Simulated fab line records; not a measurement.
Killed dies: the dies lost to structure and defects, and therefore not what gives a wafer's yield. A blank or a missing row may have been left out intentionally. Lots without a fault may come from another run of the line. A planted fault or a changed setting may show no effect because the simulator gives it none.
Matching of chambers	flow n5Finfet	N5_BEOL_M4_DEP_57 on pecvd-04 has 3 sister chambers
The step deposits SiCN from 3MS/NH3, target thk 8 nm, time 14 s. 24 wafers are shown with their chamber, then 12 later ones without.

== WAFERS, EACH WITH ITS CHAMBER ==
wafer	chamber	throttleValvePct (%)	showerheadPlenumPTorr (Torr)
L074.1	2	9.6	3.661
L074.2	1	8.1	3.664
L074.3	0	8.8	3.675
L074.4	2	9.5	3.672
L074.5	0	8.8	3.679
L074.6	1	8.3	3.671
L077.1	2	9.5	3.671
L077.2	1	8.3	3.663
L077.3	0	9.0	3.671
L077.4	1	8.3	3.668
L077.5	0	8.6	3.689
L077.6	2	9.4	3.663
L076.3	1	8.2	3.675
L076.5	0	8.7	3.685
L076.6	2	9.3	3.672
L083.1	0	8.9	3.689
L083.2	1	8.3	3.661
L083.3	0	8.9	3.682
L083.4	1	8.3	3.670
L083.5	1	8.3	3.668
L083.6	0	8.8	3.677
L086.1	2	8.5	3.668
L086.5	0	8.8	3.684
L086.6	1	8.0	3.663

SIGNATURES, as means of the wafers listed above
reading	chamber 0	chamber 1	chamber 2	scatter within a chamber
throttleValvePct	8.811	8.233	9.300	0.221
showerheadPlenumPTorr	3.68122	3.66700	3.66783	0.00531
Rule: for each reading, subtract the chamber's mean from the wafer's reading, divide by that reading's scatter and square the result; add these up over the readings and take the root, which gives the wafer's distance from the chamber. The wafer belongs to the nearest chamber; if the next one is less than 2 further off, it can't be placed. How the scatter is found: for the shown wafers, subtract from each reading the mean of its chamber, square and add these, divide the total by (wafers less chambers), then take the root.

== WAFERS WITH NO CHAMBER GIVEN ==
wafer	throttleValvePct (%)	showerheadPlenumPTorr (Torr)
L093.1	8.8	3.679
L093.5	8.7	3.679
L093.6	8.3	3.670
L095.2	8.8	3.669
L095.4	8.5	3.671
L095.5	9.0	3.671
L096.1	8.5	3.666
L096.3	8.7	3.681
L096.6	8.4	3.670
L097.3	8.3	3.676
L097.4	8.3	3.673
L097.6	8.9	3.682

== EACH ONE'S CHAMBER ==
wafer	from the rows above	in truth
L093.1	0	0
L093.5	0	0
L093.6	1	1
L095.2	can't be placed: 2 or 0 or 1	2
L095.4	can't be placed: 1 or 0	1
L095.5	can't be placed: 2 or 0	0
L096.1	can't be placed: 1 or 0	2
L096.3	0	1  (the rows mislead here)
L096.6	can't be placed: 1 or 0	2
L097.3	can't be placed: 1 or 0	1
L097.4	can't be placed: 1 or 0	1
L097.6	0	0
Correct placement for 4 of the 12. Unplaceable from these rows: 7, with the true chamber sitting among the candidates in 5. Number placed wrongly: 1.
